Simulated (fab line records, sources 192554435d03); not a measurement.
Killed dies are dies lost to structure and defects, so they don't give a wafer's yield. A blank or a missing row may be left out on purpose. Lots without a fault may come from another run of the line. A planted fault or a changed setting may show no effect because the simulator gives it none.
Which tool did it? | flow n5_finfet | 10 lots, 30 wafers sampled, at 5 steps of a route of 1938

WHAT THE GAUGES READ, wafer by wafer
N5_BEOL_M4_RC_MEAS_101. Usual: DIBL_N 36.3 mV/V, standard deviation 2; DIBL_P 36.3 mV/V, standard deviation 2.4; IOFF_N 0.16 nA/um, standard deviation 0.034; IOFF_P 0.21 nA/um, standard deviation 0.035; ION_N 672 uA/um, standard deviation 12; ION_P 459 uA/um, standard deviation 6.5; SS_N 71.6 mV/dec, standard deviation 0.67; SS_P 73.3 mV/dec, standard deviation 0.71; VT_N 250 mV, standard deviation 3.5; VT_P -251 mV, standard deviation 3.
lot  | measured     | on        | DIBL_N (mV/V)  | DIBL_P (mV/V)  | IOFF_N (nA/um) | IOFF_P (nA/um) | ION_N (uA/um) | ION_P (uA/um) | SS_N (mV/dec)  | SS_P (mV/dec)  | VT_N (mV)   | VT_P (mV)      | flag
L465 | day 8 00:26  | prober-02 | 35.2 37.8 35.8 | 33.4 36.8 34.4 | 0.12 0.17 0.14 | 0.18 0.23 0.19 | 658 676 672   | 453 464 459   | 71.4 71.9 71.5 | 72.0 73.4 72.6 | 252 248 252 | -254 -248 -250 |
L468 | day 8 16:58  | prober-02 | 35.0 33.2 33.3 | 34.4 31.5 32.3 | 0.14 0.10 0.11 | 0.18 0.13 0.15 | 666 647 650   | 453 440 452   | 71.1 70.8 70.9 | 73.2 72.8 72.7 | 249 256 256 | -254 -256 -253 |
L471 | day 9 08:29  | prober-01 | 34.8 36.4 36.4 | 35.7 37.8 36.9 | 0.14 0.16 0.17 | 0.19 0.22 0.21 | 674 675 680   | 460 467 458   | 71.6 71.6 70.6 | 72.7 73.9 73.1 | 251 249 247 | -250 -249 -251 |
L472 | day 10 03:58 | prober-02 | 31.6 33.2 33.5 | 31.6 33.4 34.0 | 0.11 0.13 0.14 | 0.16 0.18 0.20 | 650 660 668   | 451 457 458   | 71.4 70.7 71.6 | 72.7 72.2 73.1 | 258 252 251 | -253 -251 -248 |
L473 | day 11 13:41 | prober-02 | 36.3 34.7 33.9 | 35.8 33.7 32.3 | 0.16 0.13 0.11 | 0.24 0.20 0.17 | 670 658 627   | 465 463 450   | 72.2 71.6 72.0 | 72.4 72.2 72.4 | 252 251 259 | -246 -250 -250 |
L476 | day 11 15:45 | prober-01 | 36.1 35.3 37.2 | 37.2 36.9 38.8 | 0.15 0.16 0.19 | 0.21 0.21 0.23 | 664 692 683   | 455 476 462   | 71.5 71.4 72.4 | 73.3 73.0 73.6 | 249 247 246 | -251 -251 -249 |
L478 | day 11 21:34 | prober-01 | 35.5 36.9 38.3 | 37.5 38.8 40.6 | 0.15 0.19 0.22 | 0.22 0.23 0.28 | 664 671 679   | 458 459 465   | 72.0 72.6 72.3 | 73.6 73.9 74.3 | 253 249 244 | -248 -249 -247 |
L484 | day 13 20:22 | prober-02 | 36.9 34.1 39.1 | 37.5 33.3 39.4 | 0.17 0.12 0.21 | 0.21 0.14 0.23 | 678 659 682   | 459 448 458   | 71.0 70.7 72.3 | 73.6 72.5 73.4 | 248 255 246 | -251 -256 -251 |
L486 | day 14 05:52 | prober-01 | 37.9 37.1 40.2 | 38.8 37.0 40.1 | 0.20 0.18 0.24 | 0.25 0.22 0.28 | 699 679 693   | 473 463 469   | 72.3 71.9 72.8 | 74.4 73.8 74.6 | 245 246 243 | -248 -249 -250 |
L488 | day 14 14:23 | prober-01 | 36.8 37.2 36.1 | 37.1 37.9 36.1 | 0.19 0.20 0.18 | 0.22 0.24 0.21 | 680 679 684   | 459 459 462   | 71.8 72.0 72.0 | 73.0 73.4 72.6 | 248 246 245 | -249 -248 -251 |

WHICH TOOL RAN EACH LOT (tool, then ch and the chambers of the sampled wafers, then the start)
lot  | N5_BEOL_M2_ALD_84                   | N5_BEOL_M2_CVD_47               | N5_BEOL_M2_SPUTTER_48        | N5_BEOL_M2_ANNEAL_80
L465 | ald_metal-01 ch 0,2, day 6 20:37    | cvd_co-02 ch 1,2, day 6 20:56   | pvd_sputter-03, day 6 21:05  | pvd_sputter-03, day 6 21:23
L468 | ald_metal-01 ch 0,1,2, day 7 16:57  | cvd_co-01 ch 0,1, day 7 17:16   | pvd_sputter-03, day 7 17:26  | pvd_sputter-03, day 7 17:44
L471 | ald_metal-03 ch 0,3, day 8 03:42    | cvd_co-02 ch 0,1,2, day 8 04:17 | pvd_sputter-02, day 8 05:52  | pvd_sputter-02, day 8 06:10
L472 | ald_metal-01 ch 1,2, day 8 23:49    | cvd_co-01 ch 1,2, day 9 00:19   | pvd_sputter-02, day 9 01:05  | pvd_sputter-02, day 9 01:23
L473 | ald_metal-03 ch 0,2, day 9 05:13    | cvd_co-01 ch 0,1,2, day 9 05:45 | pvd_sputter-01, day 9 07:28  | pvd_sputter-01, day 9 07:46
L476 | ald_metal-03 ch 0,1,2, day 9 08:11  | cvd_co-02 ch 0,1, day 9 09:38   | pvd_sputter-01, day 9 09:50  | pvd_sputter-01, day 9 10:08
L478 | ald_metal-04 ch 0,1,3, day 10 09:32 | cvd_co-02 ch 1,2, day 10 09:49  | pvd_sputter-03, day 10 09:59 | pvd_sputter-03, day 10 10:17
L484 | ald_metal-04 ch 0,1,2, day 12 03:33 | cvd_co-01 ch 1,2, day 12 04:03  | pvd_sputter-01, day 12 04:14 | pvd_sputter-01, day 12 04:32
L486 | ald_metal-04 ch 1,2,3, day 12 18:25 | cvd_co-02 ch 0,1, day 12 18:43  | pvd_sputter-02, day 12 18:56 | pvd_sputter-02, day 12 19:17
L488 | ald_metal-04 ch 2,3, day 13 07:40   | cvd_co-01 ch 1,2, day 13 08:14  | pvd_sputter-03, day 13 08:26 | pvd_sputter-03, day 13 08:44
- N5_BEOL_M2_ALD_84: deposits TaN, pulse time 2 s, purge time 3 s, co reactant purge time 2 s.
- N5_BEOL_M2_CVD_47: deposits Co from CCTBA/H2, target thk 3 nm, time 223.8 s.
- N5_BEOL_M2_SPUTTER_48: material Cu, target thk 4.5 nm, time 8.29 s.
- N5_BEOL_M2_ANNEAL_80: time 240 s.

WHAT THE TOOLS THEMSELVES READ (means of the sampled wafers that have a number; where no wafer has one, the mark that the record gives instead)
N5_BEOL_M2_ALD_84. Usual: heater_power_w 399 W, standard deviation 43.
lot  | tool         | heater_power_w (W) | flag
L465 | ald_metal-01 | 428                |
L468 | ald_metal-01 | 425                |
L471 | ald_metal-03 | 374                |
L472 | ald_metal-01 | 421                |
L473 | ald_metal-03 | 459                |
L476 | ald_metal-03 | 436                |
L478 | ald_metal-04 | 398                |
L484 | ald_metal-04 | 377                |
L486 | ald_metal-04 | 392                |
L488 | ald_metal-04 | 403                |

N5_BEOL_M2_CVD_47. Usual: run_length_s 246.9 s, standard deviation 0.37.
lot  | tool      | run_length_s (s) | flag
L465 | cvd_co-02 | 246.8            |
L468 | cvd_co-01 | 246.9            |
L471 | cvd_co-02 | 247.3            |
L472 | cvd_co-01 | 247.0            |
L473 | cvd_co-01 | 246.7            |
L476 | cvd_co-02 | 247.1            |
L478 | cvd_co-02 | 277.7            | OFF
L484 | cvd_co-01 | 247.0            |
L486 | cvd_co-02 | 247.1            |
L488 | cvd_co-01 | 246.8            |

N5_BEOL_M2_SPUTTER_48. Usual: throttle_valve_pct 30.3 %, standard deviation 1.
lot  | tool           | throttle_valve_pct (%) | flag
L465 | pvd_sputter-03 | 29.9                   |
L468 | pvd_sputter-03 | 30.3                   |
L471 | pvd_sputter-02 | 31.1                   |
L472 | pvd_sputter-02 | 29.9                   |
L473 | pvd_sputter-01 | 30.6                   |
L476 | pvd_sputter-01 | 30.7                   |
L478 | pvd_sputter-03 | 29.1                   |
L484 | pvd_sputter-01 | 30.5                   |
L486 | pvd_sputter-02 | 29.4                   |
L488 | pvd_sputter-03 | 30.5                   |

N5_BEOL_M2_ANNEAL_80. Usual: heater_power_w 844 W, standard deviation 79.
lot  | tool           | heater_power_w (W) | flag
L465 | pvd_sputter-03 | 858                |
L468 | pvd_sputter-03 | 770                |
L471 | pvd_sputter-02 | 848                |
L472 | pvd_sputter-02 | 848                |
L473 | pvd_sputter-01 | 878                |
L476 | pvd_sputter-01 | 808                |
L478 | pvd_sputter-03 | 834                |
L484 | pvd_sputter-01 | 863                |
L486 | pvd_sputter-02 | 844                |
L488 | pvd_sputter-03 | 784                |

THE ANSWER, worked out from the rows above alone
Rule: a lot is off if the mean of its wafers that have a number lies more than 3 standard deviations from the usual mean. A lot without any number at a reading at which 4 lots or more have one is off too. The other lots that the step has rows for count as sound. The gauges are gone through in route order, then the tools' own readings, and for those a lot's mean is taken as printed above. The first step at which some lot is off is used, and at that step the reading that is off furthest; a lot without a number counts as furthest.
Off: L478, at N5_BEOL_M2_CVD_47 (run_length_s).
A tool fits if, at that step or a process step before it, it ran every lot that is off, and no sound lot after the first of them. None of those tried fits.

WHAT THE SIMULATOR HAD PUT IN
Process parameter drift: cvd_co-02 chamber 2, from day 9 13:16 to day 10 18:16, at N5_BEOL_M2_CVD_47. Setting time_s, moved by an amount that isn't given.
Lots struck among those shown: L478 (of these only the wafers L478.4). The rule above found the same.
